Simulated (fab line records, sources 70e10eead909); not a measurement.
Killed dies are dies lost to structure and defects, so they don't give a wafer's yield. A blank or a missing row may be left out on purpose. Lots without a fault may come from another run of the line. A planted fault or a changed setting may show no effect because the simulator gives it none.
A sampling plan put to the test | flow nand_harc | one fab line, 20 faults that these records tell of, each judged on the records of the lots that it struck
The plan is the line's own looks: the steps of the route at which a gauge or an inspection reads the wafer and doesn't change it. A look can be judged if struck wafers have a number there and the file gives its usual mean and standard deviation on fault-free wafers. Caught: at a look after the fault's first step, the mean of the struck wafers lies 4 or more of those standard deviations (sigma) from the usual mean. On the tool: the same test on the tool's own readings at the fault's steps. Another recipe on the struck wafers, or a record that is blank for them alone, also counts as caught.

THE FAULTS, as the simulator had put them in
1. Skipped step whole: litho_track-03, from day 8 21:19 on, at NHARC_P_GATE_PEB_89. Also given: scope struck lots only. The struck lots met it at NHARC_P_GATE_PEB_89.
2. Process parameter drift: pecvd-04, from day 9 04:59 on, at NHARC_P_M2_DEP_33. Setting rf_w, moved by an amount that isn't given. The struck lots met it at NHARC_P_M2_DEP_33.
3. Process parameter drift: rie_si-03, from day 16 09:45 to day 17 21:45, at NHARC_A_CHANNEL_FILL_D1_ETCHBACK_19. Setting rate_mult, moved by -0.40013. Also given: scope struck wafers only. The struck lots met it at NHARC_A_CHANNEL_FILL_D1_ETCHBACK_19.
4. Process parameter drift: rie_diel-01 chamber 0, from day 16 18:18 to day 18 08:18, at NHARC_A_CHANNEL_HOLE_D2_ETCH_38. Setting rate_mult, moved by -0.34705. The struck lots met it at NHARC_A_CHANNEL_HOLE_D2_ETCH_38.
5. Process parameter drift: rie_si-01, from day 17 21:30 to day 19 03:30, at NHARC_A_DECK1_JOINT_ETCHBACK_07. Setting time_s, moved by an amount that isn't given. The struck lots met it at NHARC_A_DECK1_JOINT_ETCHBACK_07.
6. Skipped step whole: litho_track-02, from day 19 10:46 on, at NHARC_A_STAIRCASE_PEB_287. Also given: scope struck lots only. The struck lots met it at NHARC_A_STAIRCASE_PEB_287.
7. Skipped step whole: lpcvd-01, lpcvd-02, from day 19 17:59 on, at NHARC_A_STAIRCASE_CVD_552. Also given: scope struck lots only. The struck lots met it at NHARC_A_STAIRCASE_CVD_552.
8. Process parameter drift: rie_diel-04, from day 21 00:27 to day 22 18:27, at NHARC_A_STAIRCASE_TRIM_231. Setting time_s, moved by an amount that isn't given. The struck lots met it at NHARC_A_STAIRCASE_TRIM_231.
9. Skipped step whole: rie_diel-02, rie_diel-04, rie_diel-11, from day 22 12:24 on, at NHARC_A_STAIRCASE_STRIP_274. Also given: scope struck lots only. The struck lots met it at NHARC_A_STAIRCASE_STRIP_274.
10. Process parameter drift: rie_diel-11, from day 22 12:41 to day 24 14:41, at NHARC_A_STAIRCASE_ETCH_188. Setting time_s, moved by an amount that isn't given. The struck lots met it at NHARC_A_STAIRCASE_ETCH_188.
11. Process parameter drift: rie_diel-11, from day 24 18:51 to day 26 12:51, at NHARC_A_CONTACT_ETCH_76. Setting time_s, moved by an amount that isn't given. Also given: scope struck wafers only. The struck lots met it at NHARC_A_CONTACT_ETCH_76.
12. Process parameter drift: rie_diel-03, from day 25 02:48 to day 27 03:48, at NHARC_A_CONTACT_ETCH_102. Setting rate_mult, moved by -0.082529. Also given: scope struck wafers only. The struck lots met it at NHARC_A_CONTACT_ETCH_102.
13. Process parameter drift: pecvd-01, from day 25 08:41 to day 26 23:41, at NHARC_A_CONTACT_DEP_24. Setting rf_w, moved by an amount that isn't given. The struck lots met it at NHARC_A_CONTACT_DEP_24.
14. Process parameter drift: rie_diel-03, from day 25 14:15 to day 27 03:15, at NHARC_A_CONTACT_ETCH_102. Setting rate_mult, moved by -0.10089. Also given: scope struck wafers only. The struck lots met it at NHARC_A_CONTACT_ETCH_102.
15. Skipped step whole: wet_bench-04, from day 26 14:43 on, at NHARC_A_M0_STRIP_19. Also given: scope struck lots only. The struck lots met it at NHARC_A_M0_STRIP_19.
16. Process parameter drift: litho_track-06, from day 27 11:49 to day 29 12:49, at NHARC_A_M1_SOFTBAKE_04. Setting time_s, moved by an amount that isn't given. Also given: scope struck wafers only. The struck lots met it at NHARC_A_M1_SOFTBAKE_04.
17. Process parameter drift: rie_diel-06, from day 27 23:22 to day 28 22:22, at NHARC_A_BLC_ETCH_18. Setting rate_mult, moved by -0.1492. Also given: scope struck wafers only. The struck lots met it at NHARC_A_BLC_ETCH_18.
18. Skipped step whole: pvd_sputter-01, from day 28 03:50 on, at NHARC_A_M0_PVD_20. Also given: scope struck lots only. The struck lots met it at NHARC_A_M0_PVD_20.
19. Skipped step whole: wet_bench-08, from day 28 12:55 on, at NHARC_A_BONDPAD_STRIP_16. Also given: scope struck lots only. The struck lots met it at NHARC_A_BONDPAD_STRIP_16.
20. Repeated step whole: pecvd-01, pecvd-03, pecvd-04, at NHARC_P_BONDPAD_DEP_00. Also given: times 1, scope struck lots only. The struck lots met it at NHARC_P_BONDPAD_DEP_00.

WHAT THE PLAN SAW
fault | on the tool itself                               | first look that catches it                   | reading, sigma      | median hours from its first step to that look | hours from the fault's start to the first struck lot there | judged looks passed uncaught
1     | the tool's record is blank for the struck wafers | no look after it can be judged               | -                   | -                                             | -                                                          | 0
2     | rf_fwd_power_W -55 sigma                         | no look after it can be judged               | -                   | -                                             | -                                                          | 0
3     | oes_product_au -33 sigma                         | no look after it can be judged               | -                   | -                                             | -                                                          | 0
4     | oes_product_au -27 sigma                         | NHARC_END_SORT_01                            | killed_dies +38     | 271.1                                         | 302                                                        | 0
5     | run_length_s -4.5 sigma                          | not the one look that can be judged after it | -                   | -                                             | -                                                          | 1
6     | the tool's record is blank for the struck wafers | no look after it can be judged               | -                   | -                                             | -                                                          | 0
7     | the tool's record is blank for the struck wafers | NHARC_END_SORT_01                            | killed_dies +30     | 168.9                                         | 181                                                        | 0
8     | run_length_s +28 sigma                           | not the one look that can be judged after it | -                   | -                                             | -                                                          | 1
9     | the tool's record is blank for the struck wafers | not the one look that can be judged after it | -                   | -                                             | -                                                          | 1
10    | run_length_s -5.6 sigma                          | no look after it can be judged               | -                   | -                                             | -                                                          | 0
11    | run_length_s -99 or beyond sigma                 | no look after it can be judged               | -                   | -                                             | -                                                          | 0
12    | oes_product_au -7.1 sigma                        | NHARC_END_SORT_01                            | killed_dies +13     | 78.8                                          | 74                                                         | 0
13    | rf_fwd_power_W +40 sigma                         | no look after it can be judged               | -                   | -                                             | -                                                          | 0
14    | oes_product_au -8.6 sigma                        | NHARC_END_SORT_01                            | killed_at_array +29 | 80.2                                          | 84                                                         | 0
15    | the tool's record is blank for the struck wafers | no look after it can be judged               | -                   | -                                             | -                                                          | 0
16    | heater_power_total_W +33 sigma                   | not the one look that can be judged after it | -                   | -                                             | -                                                          | 1
17    | oes_product_au -4.2 sigma                        | NHARC_END_SORT_01                            | killed_at_array +38 | 43.3                                          | 51                                                         | 1
18    | the tool's record is blank for the struck wafers | no look after it can be judged               | -                   | -                                             | -                                                          | 0
19    | the tool's record is blank for the struck wafers | no look after it can be judged               | -                   | -                                             | -                                                          | 0
20    | under 2 sigma                                    | not the one look that can be judged after it | -                   | -                                             | -                                                          | 1
A dash: the fault isn't caught, or these records don't give the number.

Caught at a look: 5 of 20. Caught on the tool: 19 of 20. By one or the other: 19 of 20.
Caught on the tool alone: faults 1, 2, 3, 5, 6, 8, 9, 10, 11, 13, 15, 16, 18, 19.
Caught by neither: fault 20.

THINNER SAMPLING
If the look that catches a fault measured only every second or every third lot, by lot number, the first struck lot would be measured this late in the worst case:
fault | struck lots at that look, in order of time | every lot | every second lot | every third lot
4     | L566, L568                                 | 302 h     | may miss all 2   | may miss all 2
7     | L362, L361                                 | 181 h     | 182 h            | may miss all 2
12    | L229, L228, L230                           | 74 h      | 97 h             | 103 h
14    | L546, L548                                 | 84 h      | may miss all 2   | may miss all 2
17    | L693                                       | 51 h      | may miss it      | may miss it
Hours are from the fault's start to the first struck lot that is measured. The limit of 4 sigma was tested on all struck wafers together, so one lot alone may lie under it. Other struck lots may not be in these records.

THE LONGEST TIMED WAY FROM STEP TO LOOK
Fault 4: a median of 271.1 hours passes between NHARC_A_CHANNEL_HOLE_D2_ETCH_38 and NHARC_END_SORT_01. No look between them can be judged.
